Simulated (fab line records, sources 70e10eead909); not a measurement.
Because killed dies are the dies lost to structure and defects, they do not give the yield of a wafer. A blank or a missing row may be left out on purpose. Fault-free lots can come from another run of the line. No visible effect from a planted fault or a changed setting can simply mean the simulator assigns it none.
Tool commonality check ; flow nand_harc ; Lots sampled 12, wafers sampled 36

== REASON FOR OPENING ==
On 1 of the 12 lots, a flag is raised at NHARC_P_GATE_CD_MEAS_59 on the reading cd_nm. No-fault wafers: 720.0 nm, standard deviation 1.9.
Rule: a lot is flagged in two cases, either no wafer of it has a number, or all its wafers with numbers fall more than 4 standard deviations from that mean. As for the other lots, they are considered sound.

lot;measured;on;cd_nm (nm), wafer by wafer;flag
L280;day 5 10:58;cd_sem-03;719.6 720.3 718.2;
L284;day 6 09:01;cd_sem-02;758.1 760.0 760.9;FLAGGED
L293;day 8 12:46;cd_sem-03;720.5 722.8 723.8;
L294;day 8 21:55;cd_sem-01;721.4 718.6 719.0;
L298;day 9 08:20;cd_sem-02;721.8 720.4 721.9;
L296;day 9 09:31;cd_sem-02;716.1 716.2 718.5;
L297;day 9 09:53;cd_sem-01;720.5 719.4 720.5;
L300;day 9 23:35;cd_sem-02;718.4 718.4 720.3;
L299;day 9 23:53;cd_sem-02;719.1 720.4 715.7;
L301;day 10 10:35;cd_sem-01;720.3 718.8 719.6;
L302;day 10 15:10;cd_sem-02;718.9 714.9 717.2;
L303;day 11 08:19;cd_sem-01;722.0 715.8 718.3;
Average over the flagged lots: 759.7 nm; offset from the usual +39.7 nm, equal to +21 standard deviations.

== EACH LOT AND THE TOOL IT RAN ON ==
Before the reading, the record contains 3 process steps out of a 1159-step route. Every cell lists first the tool, next ch and the chambers used by the sampled wafers, and last the start.
lot;flag;NHARC_P_GATE_DEP_103;NHARC_P_GATE_DESCUM_48;NHARC_P_GATE_EXPOSE_56
L280;;pecvd-03 ch 0,1,2, day 4 20:10;rie_diel-05 ch 0,2, day 5 09:07;krf_scanner-03 ch 0, day 5 10:47
L284;FLAGGED;pecvd-01 ch 0,2, day 5 18:43;rie_diel-07 ch 0,1,3, day 6 07:34;krf_scanner-03 ch 0, day 6 08:52
L293;;pecvd-03 ch 0,2, day 7 22:01;rie_diel-07 ch 0,1,2, day 8 11:12;krf_scanner-04 ch 0, day 8 12:37
L294;;pecvd-03 ch 0,1,2, day 8 06:20;rie_diel-05 ch 0,1, day 8 19:18;krf_scanner-02 ch 0, day 8 21:46
L298;;pecvd-02 ch 0,2, day 8 17:32;rie_diel-05 ch 0,2,3, day 9 06:20;krf_scanner-02 ch 0, day 9 08:11
L296;;pecvd-01 ch 1,2, day 8 18:20;rie_diel-07 ch 2,3, day 9 07:04;krf_scanner-04 ch 0, day 9 09:22
L297;;pecvd-03 ch 1,2, day 8 18:19;rie_diel-11 ch 0,1, day 9 07:22;krf_scanner-02 ch 0, day 9 09:44
L300;;pecvd-03 ch 0,1,2, day 9 09:02;rie_diel-07 ch 0,1,3, day 9 22:01;krf_scanner-04 ch 0, day 9 23:26
L299;;pecvd-03 ch 0,2, day 9 09:13;rie_diel-05 ch 0,1,2, day 9 22:18;krf_scanner-02 ch 0, day 9 23:43
L301;;pecvd-03 ch 0,1,2, day 9 20:28;rie_diel-07 ch 1,2,3, day 10 09:01;krf_scanner-03 ch 0, day 10 10:25
L302;;pecvd-02 ch 1,2, day 10 00:42;rie_diel-05 ch 0,2, day 10 13:31;krf_scanner-02 ch 0, day 10 14:59
L303;;pecvd-03 ch 0,2, day 10 16:18;rie_diel-05 ch 0,1, day 11 06:41;krf_scanner-04 ch 0, day 11 08:09
What these steps do:
- NHARC_P_GATE_DEP_103: deposits SiON, target thk 30 nm.
- NHARC_P_GATE_DESCUM_48: chemistry O2, time 3 s.
- NHARC_P_GATE_EXPOSE_56: exposes mask P PSD, target cd 720 nm.
- NHARC_P_GATE_CD_MEAS_59: target cd 720 nm.

== FLAGGED AGAINST TOTAL, ONE TOOL AT A TIME (gauges that did the reading follow at the end) ==
step;tool;lots run;flagged;share of the flagged lots;sound lots run after its first flagged lot
NHARC_P_GATE_DEP_103;pecvd-01;2;1;all;1 (L296)
NHARC_P_GATE_DEP_103;pecvd-02;2;0;none;-
NHARC_P_GATE_DEP_103;pecvd-03;8;0;none;-
NHARC_P_GATE_DESCUM_48;rie_diel-05;6;0;none;-
NHARC_P_GATE_DESCUM_48;rie_diel-07;5;1;all;4 (L293,L296,L300,L301)
NHARC_P_GATE_DESCUM_48;rie_diel-11;1;0;none;-
NHARC_P_GATE_EXPOSE_56;krf_scanner-02;5;0;none;-
NHARC_P_GATE_EXPOSE_56;krf_scanner-03;3;1;all;1 (L301)
NHARC_P_GATE_EXPOSE_56;krf_scanner-04;4;0;none;-
NHARC_P_GATE_CD_MEAS_59;cd_sem-01;4;0;none;-
NHARC_P_GATE_CD_MEAS_59;cd_sem-02;6;1;all;5 (L298,L296,L300,L299,L302)
NHARC_P_GATE_CD_MEAS_59;cd_sem-03;2;0;none;-

== WHAT THE TABLE PERMITS ==
4 rows of the table ran every flagged lot: pecvd-01 at NHARC_P_GATE_DEP_103, rie_diel-07 at NHARC_P_GATE_DESCUM_48, krf_scanner-03 at NHARC_P_GATE_EXPOSE_56, cd_sem-02 at NHARC_P_GATE_CD_MEAS_59.
- pecvd-01 at NHARC_P_GATE_DEP_103: 1 of its 2 lots flagged. Lots that were sound ran on it after the first flagged one (L296); a persistent fault on the entire tool would not allow that.
- rie_diel-07 at NHARC_P_GATE_DESCUM_48: 1 of its 5 lots flagged. Lots that were sound ran on it after the first flagged one (L293, L296, L300, L301); a persistent fault on the entire tool would not allow that.
- krf_scanner-03 at NHARC_P_GATE_EXPOSE_56: 1 of its 3 lots flagged. Lots that were sound ran on it after the first flagged one (L301); a persistent fault on the entire tool would not allow that.
- cd_sem-02 at NHARC_P_GATE_CD_MEAS_59: 1 of its 6 lots flagged. Lots that were sound ran on it after the first flagged one (L298, L296, L300, L299, L302); a persistent fault on the entire tool would not allow that.
No row of the table ran every flagged lot and no sound lot after the first.

== WHAT THE SIMULATOR HAD INSERTED ==
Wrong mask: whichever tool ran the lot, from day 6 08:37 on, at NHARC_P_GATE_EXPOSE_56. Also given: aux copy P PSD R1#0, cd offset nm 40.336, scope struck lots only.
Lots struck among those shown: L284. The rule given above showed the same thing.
